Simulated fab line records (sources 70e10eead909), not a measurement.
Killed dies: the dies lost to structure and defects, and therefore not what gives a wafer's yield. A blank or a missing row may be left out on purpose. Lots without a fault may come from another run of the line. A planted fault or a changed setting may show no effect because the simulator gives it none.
Matching of chambers    flow nandHarc    NHARC_A_STAIRCASE_ALD_420 on aldHk-01: 4 sister chambers
The step deposits SiO2, target thk 20 nm, pulse time 6 s, ald cycles 200. 8 wafers are shown with their chamber, then 8 later ones without.

## WAFERS WITH THEIR CHAMBER
wafer   chamber  heaterPowerOuterW (W)  heaterPowerW (W)
L075.5  2        222                    411
L078.6  2        223                    407
L079.6  0        306                    487
L085.3  0        317                    512
L087.1  1        250                    451
L087.2  3        276                    489
L087.6  3        282                    492
L091.2  1        246                    460

## WAFERS WITH NO CHAMBER GIVEN
wafer   heaterPowerOuterW (W)  heaterPowerW (W)
L091.3  225                    411
L091.6  314                    496
L093.3  316                    508
L093.5  276                    485
L093.6  230                    405
L096.4  286                    492
L096.5  311                    507
L096.6  282                    504

## WHICH CHAMBER EACH WENT THROUGH
wafer   from the rows above  in truth
L091.3  2                    2
L091.6  0                    0
L093.3  0                    0
L093.5  3                    3
L093.6  2                    2
L096.4  3                    3
L096.5  0                    0
L096.6  3                    3
Placed correctly: 8 of 8. Not placeable from these rows: 0. 0 placed wrongly.
How it was worked out, from the rows above alone: a wafer's distance from a chamber is the root of the sum, over the readings, of the square of ((its reading less the chamber's mean) divided by the reading's scatter). The wafer belongs to the nearest chamber; if the next one is less than 2 further off, it can't be placed. Each chamber's mean is taken over the wafers shown for it. The scatter: take each reading less its chamber's mean, square it, sum over the shown wafers, divide by the number of wafers less the number of chambers, and take the root.
